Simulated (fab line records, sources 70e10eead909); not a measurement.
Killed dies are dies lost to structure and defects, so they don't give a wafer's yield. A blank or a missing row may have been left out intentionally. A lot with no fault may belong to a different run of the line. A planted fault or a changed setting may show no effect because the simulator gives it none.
Matching of chambers | flow nand-harc | NHARC_A_STAIRCASE_DEP_151 on pecvd-02 has 3 sister chambers
The step deposits SiO2, target thk 7200 nm. 3 wafers are shown with their chamber, then 10 later ones without.

WAFERS WITH THEIR CHAMBER
wafer  | chamber | heater-power-w (W)
L086.5 | 2       | 432
L090.1 | 0       | 619
L090.3 | 1       | 879

WAFERS WITH NO CHAMBER GIVEN
wafer  | heater-power-w (W)
L090.5 | 444
L093.1 | 952
L093.2 | 578
L093.3 | 540
L095.2 | 930
L095.3 | 662
L095.6 | 761
L097.2 | 650
L097.3 | 908
L097.6 | 428

WHICH CHAMBER EACH WENT THROUGH
wafer  | from the rows above     | in truth
L090.5 | 2                       | 2
L093.1 | 1                       | 1
L093.2 | can't be placed: 0 or 2 | 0
L093.3 | can't be placed: 0 or 2 | 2
L095.2 | 1                       | 1
L095.3 | 0                       | 0
L095.6 | can't be placed: 1 or 0 | 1
L097.2 | 0                       | 0
L097.3 | 1                       | 1
L097.6 | 2                       | 2
Correctly placed: 7 of 10. Not placeable from these rows: 3 (in 3, the candidates include the true chamber). Placed wrongly: 0.
How it was worked out, from the rows above alone: a wafer's distance from a chamber is the root of the sum, over the readings, of the square of ((its reading less the chamber's mean) divided by the reading's scatter). If the next closest chamber is less than 2 further off than the closest, the wafer can't be placed; otherwise it belongs to the closest. The mean given for a chamber averages the wafers shown for that chamber. The scatter (one wafer shown for each chamber): square how far every hidden wafer sits from the nearest shown wafer, average those squares and take the square root.
